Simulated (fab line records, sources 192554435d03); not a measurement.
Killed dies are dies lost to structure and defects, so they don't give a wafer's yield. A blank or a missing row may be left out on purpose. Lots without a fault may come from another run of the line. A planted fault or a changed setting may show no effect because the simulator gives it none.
Which tool did it? | flow n5_finfet | 11 lots, 33 wafers sampled, at 2 steps of a route of 1938

WHAT THE GAUGES READ, wafer by wafer
N5_BEOL_M15_THK_MEAS_50: measures by xrf.
lot  | measured     | on            | M15_THK (nm)
L744 | day 12 06:31 | film_metro-02 | 893 855 892
L746 | day 12 11:22 | film_metro-02 | 858 854 844
L748 | day 13 00:11 | film_metro-01 | 896 870 859
L749 | day 12 20:55 | film_metro-02 | 900 879 898
L750 | day 13 04:41 | film_metro-01 | 908 903 862
L752 | day 14 03:43 | film_metro-02 | 843 851 842
L753 | day 14 15:04 | film_metro-02 | 864 837 862
L762 | day 16 14:45 | film_metro-02 | 888 891 871
L765 | day 17 03:44 | film_metro-01 | 901 894 882
L767 | day 17 08:59 | film_metro-02 | 891 893 883
L761 | day 18 03:26 | film_metro-01 | 852 853 860

WHICH TOOL RAN EACH LOT (tool, then ch and the chambers of the sampled wafers, then the start)
lot  | N5_BEOL_M2_CVD_47
L744 | cvd_co-02 ch 0,2, day 7 01:59
L746 | cvd_co-02 ch 1,2, day 7 11:04
L748 | cvd_co-02 ch 0,2, day 7 15:55
L749 | cvd_co-01 ch 0,1, day 7 22:25
L750 | cvd_co-01 ch 1,2, day 8 01:25
L752 | cvd_co-01 ch 1,2, day 9 07:12
L753 | cvd_co-01 ch 1,2, day 9 11:09
L762 | cvd_co-02 ch 0,1,2, day 11 11:00
L765 | cvd_co-01 ch 0,2, day 12 02:51
L767 | cvd_co-01 ch 0,2, day 12 20:08
L761 | cvd_co-01 ch 1,2, day 12 22:54
- N5_BEOL_M2_CVD_47: deposits Co from CCTBA/H2, target thk 3 nm, time 223.8 s.

WHAT THE TOOLS THEMSELVES READ (means of the sampled wafers that have a number; where no wafer has one, the mark that the record gives instead)
The record holds no such reading with a usual standard deviation.

THE ANSWER, worked out from the rows above alone
Rule: what is usual is taken from the lots themselves. Put in order of their means at a reading, lots are off if they are a third of the lots or fewer, leave a main group of 4 or more, and stand apart from it by a gap of 3 or more times the standard deviation of the main group's means; of several such gaps the widest counts. A main group whose means are all the same, to the digits that the tables above print for the reading, isn't used. A lot without any number at a reading at which 4 lots or more have one is off too. The other lots that the step has rows for count as sound. The gauges are gone through in route order, then the tools' own readings, and for those a lot's mean is taken as printed above. The first step at which some lot is off is used, and at that step the reading that is off furthest; a lot without a number counts as furthest.
No lot is off at any reading shown: from this, nothing can be told.

WHAT THE SIMULATOR HAD PUT IN
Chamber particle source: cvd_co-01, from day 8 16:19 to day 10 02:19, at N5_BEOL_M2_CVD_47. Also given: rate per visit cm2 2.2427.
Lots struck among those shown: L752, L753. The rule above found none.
